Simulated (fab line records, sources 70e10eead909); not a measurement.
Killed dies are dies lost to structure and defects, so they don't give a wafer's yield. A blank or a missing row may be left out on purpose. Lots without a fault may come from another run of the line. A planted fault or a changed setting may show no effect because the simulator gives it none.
One fault seen from 3 desks | flow nand_harc | each desk has only its own numbers; what lay behind them comes last

THE TOOL OWNER'S DESK: rie_si-01
The tool's own readings at NHARC_A_ZERO_WELL_ETCH_13 (etches the open film in HBr/Cl2, target depth 120 nm, time 40.1 s): means of the sampled wafers that have a number, for each lot that ran on this tool. A lot is out of limits, marked OUT, if its mean lies more than 4 standard deviations from the usual mean; the brackets give that distance.
Columns: A = chamber_pressure_mTorr at NHARC_A_ZERO_WELL_ETCH_13, usual 15.000 mTorr; B = drypump_motor_current_A at NHARC_A_ZERO_WELL_ETCH_13, usual 5.7 A; C = mfc_cl2_sccm at NHARC_A_ZERO_WELL_ETCH_13, usual 50.00 sccm; D = oes_product_au at NHARC_A_ZERO_WELL_ETCH_13, usual 1.003 a.u.; E = throttle_valve_pct at NHARC_A_ZERO_WELL_ETCH_13, usual 26.406 %
lot  | first seen here | A      | B   | C     | D     | E
L221 | day 11 17:19    | 15.004 | 5.7 | 49.92 | 1.004 | 26.403
L223 | day 12 21:47    | 14.999 | 5.7 | 50.02 | 1.001 | 26.410
L229 | day 15 18:11    | 15.004 | 5.7 | 50.12 | 0.994 | 26.415
L231 | day 16 00:56    | 15.000 | 5.7 | 49.97 | 0.996 | 26.398
This desk's finding: nothing out of limits on any of the 4 lots.

THE DEFECT DESK
What the inspections along the route counted, lot by lot: means of the sampled wafers that have a number. A lot is out of limits, marked OUT, if its mean lies more than 4 standard deviations from the usual mean; the brackets give that distance.
Columns: A = raw_defect_count at NHARC_A_ZERO_WELL_INSPECT_17, usual 12
lot  | first seen here | A
L209 | day 7 01:01     | 22
L210 | day 7 03:20     | 18
L212 | day 7 22:07     | 17
L215 | day 9 07:30     | 9
L216 | day 9 14:28     | 10
L217 | day 10 02:22    | 7
L218 | day 10 08:08    | 9
L221 | day 11 18:26    | 21
L223 | day 12 22:54    | 13
L229 | day 15 19:17    | 421 (+63) OUT
L231 | day 16 02:02    | 395 (+59) OUT
This desk's finding: out of limits on L229, L231; first on L229, day 15 19:17 (raw_defect_count at NHARC_A_ZERO_WELL_INSPECT_17). In limits: L209, L210, L212, L215, L216, L217, L218, L221, L223.

THE METROLOGY DESK
What the gauges read, lot by lot, whatever tool the lot ran on: means of the sampled wafers that have a number. A lot is out of limits, marked OUT, if its mean lies more than 4 standard deviations from the usual mean; the brackets give that distance.
Columns: A = cd_nm at NHARC_A_ZERO_WELL_CD_MEAS_10, usual 2000.5 nm; B = thk_nm at NHARC_A_SOURCE_PLATE_THK_MEAS_06, usual 200.6 nm
lot  | first seen here | A      | B
L209 | day 6 23:34     | 1999.8 | 200.7
L210 | day 7 01:52     | 2001.6 | 198.0
L212 | day 7 20:37     | 2001.8 | 196.4
L215 | day 9 06:02     | 2000.3 | 201.4
L216 | day 9 12:58     | 2001.1 | 201.3
L217 | day 10 00:49    | 2000.2 | 201.0
L218 | day 10 06:38    | 2001.4 | 201.2
L221 | day 11 16:56    | 1999.5 | 201.5
L223 | day 12 21:25    | 2000.0 | 201.2
L229 | day 15 17:49    | 2002.8 | 202.1
L231 | day 16 00:34    | 2001.2 | 200.9
This desk's finding: nothing out of limits on any of the 11 lots.

PUT TOGETHER
The defect desk could have raised an alarm at day 15 19:17, on L229, L231.
The tool owner's desk saw nothing out of limits.
The metrology desk saw nothing out of limits.
The tool owner's desk has L229, L231 on record, within its limits.
The metrology desk has L229, L231 on record, within its limits.
Of the lots named, all ran NHARC_A_ZERO_WELL_ETCH_13 on rie_si-01.

WHAT THE SIMULATOR HAD PUT IN
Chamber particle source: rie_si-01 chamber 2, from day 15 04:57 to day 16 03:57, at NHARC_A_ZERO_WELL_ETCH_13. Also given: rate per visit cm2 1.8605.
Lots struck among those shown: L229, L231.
Hours from the fault's start to each desk's first reading out of limits: the defect desk, 14.
